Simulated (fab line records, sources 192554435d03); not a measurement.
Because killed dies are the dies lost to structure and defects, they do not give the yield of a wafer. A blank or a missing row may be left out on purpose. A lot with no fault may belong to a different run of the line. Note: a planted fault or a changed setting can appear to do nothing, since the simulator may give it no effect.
Matching of chambers ; flow n5_finfet ; rie_si-06 running N5_FIN_SAQP_MANDREL_ETCH_58: 4 sister chambers
The step etches a-Si in HBr/Cl2, stops on SiNx, target depth 45 nm, bt time 10 s, time 27 s. 8 wafers are shown with their chamber, then 10 later ones without.

WAFERS WITH THEIR CHAMBER
wafer;chamber;drypump_motor_current_A (A);throttle_valve_pct (%)
L078.1;1;6.2;35.09
L081.6;1;6.2;35.07
L082.6;0;5.8;35.32
L087.4;0;5.7;35.33
L088.1;2;5.7;35.58
L088.4;3;5.9;35.26
L089.1;2;5.7;35.59
L089.4;3;5.9;35.25

WAFERS WHOSE CHAMBER IS MISSING
wafer;drypump_motor_current_A (A);throttle_valve_pct (%)
L089.5;5.8;35.33
L090.1;5.7;35.58
L090.2;5.7;35.37
L090.5;5.7;35.58
L094.2;5.9;35.27
L094.3;6.2;35.10
L094.5;5.7;35.55
L095.1;6.2;35.12
L095.3;5.9;35.28
L095.4;5.7;35.56

THE CHAMBER EACH PASSED THROUGH
wafer;from the rows above;in truth
L089.5;0;0
L090.1;2;2
L090.2;0;0
L090.5;2;2
L094.2;3;3
L094.3;1;1
L094.5;2;2
L095.1;1;1
L095.3;3;3
L095.4;2;2
Correctly placed: 10 of 10. Left unplaced by these rows: 0. 0 placed wrongly.
How it was worked out, from the rows above alone: a wafer's distance from a chamber is the root of the sum, over the readings, of the square of ((its reading less the chamber's mean) divided by the reading's scatter). If the next closest chamber is less than 2 further off than the closest, the wafer can't be placed; otherwise it belongs to the closest. Each chamber's mean is taken over the wafers shown for it. The scatter: take each reading less its chamber's mean, square it, sum over the shown wafers, divide by the number of wafers less the number of chambers, and take the root.
